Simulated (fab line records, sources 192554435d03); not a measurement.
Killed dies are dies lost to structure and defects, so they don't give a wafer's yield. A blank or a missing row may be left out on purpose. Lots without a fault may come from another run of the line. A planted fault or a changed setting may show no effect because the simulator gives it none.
Problem report in the 8D (eight disciplines) form, filled by code | flow n5_finfet | the parts of the form that need people (team, actions taken, sign-off) are left out

1. THE PROBLEM
susceptor_temp_C at N5_BEOL_M1_ILD_DEP_00 reads a mean of 352.25 C on 6 wafers of 2 lots; wafers without a fault read 350.01 C with a standard deviation of 0.19. That is +12 standard deviations from the usual mean.
The step: deposits SiOC from DEMS/O2, target thk 79 nm, time 15.3 s.
First seen on wafer L864.2, day 9 08:24, on pecvd-01. The record holds 27 wafers of 9 lots with a number at this step. Rule for "out", or "out of limits": more than 4 standard deviations from the usual mean. The other wafers with a number count as sound.

2. WHAT IT IS AND WHAT IT IS NOT
question                    | is                     | is not
which readings at this step | susceptor_temp_C       | heater_power_outer_w, heater_power_w, showerhead_plenum_p_Torr, showerhead_vpp_V, throttle_valve_pct
which lots                  | L864, L867             | L851, L853, L854, L863, L868, L873, L874
which wafers of those lots  | all that have a number | -
read on which tools         | pecvd-01               | pecvd-03, pecvd-04
when                        | from day 9 08:24       | up to then (12 sound wafers); but 9 sound wafers of L868, L873, L874 came after

3. SUSPECTS, AND WHAT RULES EACH OUT
Counting: a tool at a process step up to the reading stays a suspect if it ran every lot that is out and no sound lot after the first of them.
- pecvd-01 at N5_BEOL_M1_ILD_DEP_00 (deposits SiOC from DEMS/O2, target thk 79 nm, time 15.3 s): kept. It ran every lot that is out, first L864 (day 9 08:24), and no sound lot after that; its last sound lot up to then is L854 (day 6 18:31). Its own readings are out on those wafers: susceptor_temp_C.
Left after counting: pecvd-01 at N5_BEOL_M1_ILD_DEP_00.

4. THE CAUSE (what the simulator had put in)
Process parameter drift: pecvd-01, from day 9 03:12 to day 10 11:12, at N5_BEOL_M1_ILD_DEP_00. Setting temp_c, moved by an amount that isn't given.
Counting left only this tool.

5. THE CHAIN OF EFFECTS, in route order
Each row: a reading whose mean over the struck wafers that have a number lies more than 3 standard deviations from the usual. Only readings for which the record gives a usual standard deviation are gone through. hours: the time from each lot's start at the first step in this table that gives one to its start at this step, as a median over the lots. sigmas: the change in usual standard deviations.
hours | step                  | reading          | usual    | on struck wafers | change | sigmas
0     | N5_BEOL_M1_ILD_DEP_00 | susceptor_temp_C | 350.01 C | 352.25           | +2.24  | +12
The process steps in it:
- N5_BEOL_M1_ILD_DEP_00: deposits SiOC from DEMS/O2, target thk 79 nm, time 15.3 s.
Later measuring or inspecting steps at which every struck wafer that the step has a row for has a number for every such reading, and none has moved that far: N5_BEOL_M1_CD_MEAS_11, N5_BEOL_M4_RC_MEAS_101.

6. WHAT WOULD HAVE CAUGHT IT SOONER
In this record the first reading out of limits was taken at day 9 08:24, 5 hours after the fault began at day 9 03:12.
